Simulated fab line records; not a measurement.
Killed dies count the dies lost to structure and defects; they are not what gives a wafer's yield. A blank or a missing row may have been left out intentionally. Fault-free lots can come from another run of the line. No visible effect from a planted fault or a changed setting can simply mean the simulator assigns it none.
Which tool is to blame? | flow nand_harc | 7 lots with 21 wafers sampled at 4 steps, on a route of 1159 steps

== WHAT THE GAUGES READ, wafer by wafer ==
NHARC_A_M1_CD_MEAS_09: target cd 120 nm.
lot  | measured     | on        | cd_nm (nm)
L131 | day 18 01:33 | cd_sem-03 | 119.9 120.1 120.0
L133 | day 18 09:06 | cd_sem-02 | 119.4 119.3 119.7
L134 | day 18 18:08 | cd_sem-02 | 119.2 119.8 117.9
L138 | day 19 18:02 | cd_sem-03 | 120.2 119.6 119.9
L141 | day 20 13:59 | cd_sem-03 | 120.6 120.2 120.4
L142 | day 21 17:35 | cd_sem-03 | 87.6 86.8 87.6
L149 | day 22 21:34 | cd_sem-02 | 119.6 119.0 119.9

== TOOL THAT RAN EACH LOT (tool first, then ch and the chambers of the sampled wafers, then the start) ==
lot  | NHARC_A_M0_DESCUM_14               | NHARC_A_M0_ANNEAL_30             | NHARC_A_M1_PEB_07
L131 | rie_diel-07 ch 0,3, day 17 21:28   | rtp_anneal-01 ch 0, day 17 23:16 | litho_track-01 ch 0, day 18 01:28
L133 | rie_diel-06 ch 0,3, day 18 05:02   | rtp_anneal-02 ch 0, day 18 06:58 | litho_track-01 ch 0, day 18 09:01
L134 | rie_diel-07 ch 1,2, day 18 14:17   | rtp_anneal-01 ch 0, day 18 16:04 | litho_track-06 ch 0, day 18 18:04
L138 | rie_diel-07 ch 0,1,3, day 19 14:15 | rtp_anneal-02 ch 0, day 19 15:56 | litho_track-04 ch 0, day 19 17:57
L141 | rie_diel-04 ch 1,2, day 20 09:52   | rtp_anneal-01 ch 0, day 20 11:45 | litho_track-01 ch 0, day 20 13:55
L142 | rie_diel-04 ch 1,2, day 21 13:08   | rtp_anneal-02 ch 0, day 21 14:47 | litho_track-01 ch 0, day 21 17:30
L149 | rie_diel-07 ch 1,2,3, day 22 17:35 | rtp_anneal-02 ch 0, day 22 19:28 | litho_track-04 ch 0, day 22 21:28
- NHARC_A_M0_DESCUM_14: chemistry O2, time 3 s.
- NHARC_A_M0_ANNEAL_30: time 90 s.
- NHARC_A_M1_PEB_07: peb time 65 s.

== THE ANSWER, worked out from the rows above alone ==
Rule: the usual values come from the lots themselves. Put in order of their means at a reading, lots are off if they are a third of the lots or fewer, leave a main group of 4 or more, and stand apart from it by a gap of 3 or more times the standard deviation of the main group's means; of several such gaps the widest counts. A main group is skipped when, at the precision printed for the reading in the tables above, its means are all equal. A lot without any number at a reading at which 4 lots or more have one is off too. Any other lot the step has rows for is counted as sound.
Off: L142, at NHARC_A_M1_CD_MEAS_09 (cd_nm). Main group: mean 119.7 nm, sd 0.46.
If a tool, at a process step before that reading, ran all the lots that are off and no sound lot after the first of them, it fits. Gauges at NHARC_A_M1_CD_MEAS_09: tried the same way as those tools. Can't be told from this: 3 tools fit, rie_diel-04 at NHARC_A_M0_DESCUM_14, litho_track-01 at NHARC_A_M1_PEB_07, cd_sem-03 at NHARC_A_M1_CD_MEAS_09.

== WHAT THE SIMULATOR PUT IN ==
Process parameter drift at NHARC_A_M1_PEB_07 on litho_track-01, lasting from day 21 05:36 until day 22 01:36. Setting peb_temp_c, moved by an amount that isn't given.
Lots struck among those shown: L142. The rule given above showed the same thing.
